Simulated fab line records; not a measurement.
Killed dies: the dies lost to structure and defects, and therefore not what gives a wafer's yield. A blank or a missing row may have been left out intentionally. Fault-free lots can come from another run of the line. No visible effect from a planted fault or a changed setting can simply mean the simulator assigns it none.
Split-lot study | flow n5Finfet | on a route of 1938 steps: 7 lots, 21 wafers read

== THE SPLIT ITSELF ==
At N5_FIN_SAQP_ETCH_65 (etches SiO2 in CF4, target depth 4 nm, time 4.4 s), the setting timeS was moved away from the recipe's 4.4 s on 9 of the 21 wafers read, by -20.2% to +22.4%. The other wafers ran this setting at the recipe's value.

The reading is taken at the split's own step.

== THE READING ==
etch.depthNm (the simulator's own value, which no gauge read), in nm, at N5_FIN_SAQP_ETCH_65 (etches SiO2 in CF4, target depth 4 nm, time 4.4 s). The file gives no usual value for it. Here, 12 wafers ran the recipe; their average is 3.902 nm with a standard deviation of 0.11 nm.

wafer  | tool, chamber at the split | timeS as run, s | against the recipe | etch.depthNm, nm | against lot-mates on the recipe
L081.2 | rieSi-03, 0                | 4.4             | recipe             | 3.909            | -
L081.3 | rieSi-03, 1                | 4.4             | recipe             | 3.837            | -
L081.6 | rieSi-03, 1                | 4.11            | -6.6%              | 3.606            | -0.267
L082.2 | rieSi-05, 3                | 4.869           | +10.7%             | 4.448            | +0.725
L082.3 | rieSi-05, 0                | 4.4             | recipe             | 3.723            | -
L082.5 | rieSi-05, 1                | 4.869           | +10.7%             | 4.276            | +0.553
L087.1 | rieSi-02, 2                | 4.4             | recipe             | 4.016            | -
L087.3 | rieSi-02, 0                | 4.4             | recipe             | 4.045            | -
L087.5 | rieSi-02, 1                | 5.386           | +22.4%             | 4.818            | +0.787
L088.1 | rieSi-03, 0                | 4.4             | recipe             | 3.945            | -
L088.4 | rieSi-03, 1                | 3.512           | -20.2%             | 3.026            | -0.849
L088.5 | rieSi-03, 1                | 4.4             | recipe             | 3.806            | -
L089.3 | rieSi-05, 0                | 4.4             | recipe             | 3.682            | -
L089.4 | rieSi-05, 3                | 5.262           | +19.6%             | 4.689            | +1.007
L089.5 | rieSi-05, 0                | 5.262           | +19.6%             | 4.444            | +0.762
L092.2 | rieSi-03, 1                | 4.984           | +13.3%             | 4.298            | +0.354
L092.5 | rieSi-03, 1                | 4.984           | +13.3%             | 4.253            | +0.309
L092.6 | rieSi-03, 0                | 4.4             | recipe             | 3.944            | -
L096.3 | rieSi-02, 1                | 4.4             | recipe             | 3.924            | -
L096.4 | rieSi-02, 0                | 4.4             | recipe             | 4.032            | -
L096.5 | rieSi-02, 3                | 4.4             | recipe             | 3.961            | -

FIT RESULTS
A straight line over all 21 wafers: etch.depthNm changes by +0.038 nm for each +1% of timeS; r = +0.96; the points scatter about the line by 0.12 nm.
The same after taking each lot's own level away (the mean of its wafers on the recipe; 21 wafers): +0.0407 nm for each +1%; r = +0.96; scatter 0.12 nm.
On that fit, the largest move of timeS shifts the reading by 0.91 nm.
Across the lots, their own levels run from 3.6820 to 4.0305 nm, a range of 3.1 times the standard deviation given above.
The two slopes agree, so the slope changes little with the lot-to-lot level.
Check: +0.948 nm against its lot-mates is what the line predicts for one of the wafers moved furthest among these (+22.4%) when that wafer is left out of the fit. Against them it came out at +0.787 nm.

== THE OTHER SPLITS THESE WAFERS WENT THROUGH ==
These wafers also went through other splits before the reading. Each is held against what the fit with the lots' levels taken away leaves over:
other split on the same wafers | wafers away from the commonest value | r with etch.depthNm (lot level and that fit taken away)
N5_ZERO_LAYER_PECVD_02 timeS   | 7                                    | +0.03
N5_ZERO_LAYER_EXPOSE_08 doseMj | 6                                    | +0.23
N5_WELL_APT_COAT_19 spinRpm    | 6                                    | -0.24

== FILE'S OWN FIT ==
etch.depthNm changes by +0.04 nm for each +1% of timeS, r = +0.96.
